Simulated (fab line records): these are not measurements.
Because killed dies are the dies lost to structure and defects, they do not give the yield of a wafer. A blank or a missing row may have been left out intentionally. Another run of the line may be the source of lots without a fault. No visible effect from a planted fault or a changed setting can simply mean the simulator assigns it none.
Matching of chambers	flow n5_finfet	rie_diel-02 running N5_SD_EPI_N_ETCH_34: 4 sister chambers
The step etches SiARC in CF4, target depth 45.5 nm, time 75.8 s. 4 wafers are shown with their chamber, then 7 later ones without.

WAFERS PAIRED WITH THEIR CHAMBERS
wafer	chamber	showerhead_plenum_p_Torr (Torr)
L079.4	3	2.07
L081.4	2	2.25
L082.1	0	2.06
L082.3	1	2.23

WAFERS MISSING THEIR CHAMBER
wafer	showerhead_plenum_p_Torr (Torr)
L082.6	2.23
L086.3	2.23
L086.5	2.25
L086.6	2.23
L095.4	2.05
L095.5	2.05
L095.6	2.06

EACH ONE'S CHAMBER
wafer	from the rows above	in truth
L082.6	1	1
L086.3	1	1
L086.5	2	2
L086.6	1	1
L095.4	can't be placed: 0 or 3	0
L095.5	can't be placed: 0 or 3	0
L095.6	can't be placed: 0 or 3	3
Correct placement for 4 of the 7. Can't be placed from these rows: 3 (the true chamber is among the candidates in 3). Placed wrongly: 0.
How it was worked out, from the rows above alone: a wafer's distance from a chamber is the root of the sum, over the readings, of the square of ((its reading less the chamber's mean) divided by the reading's scatter). The wafer belongs to the nearest chamber; if the next one is less than 2 further off, it can't be placed. The mean given for a chamber averages the wafers shown for that chamber. The scatter: root of mean squared gap, hidden wafer to nearest shown wafer, with one shown wafer a chamber.
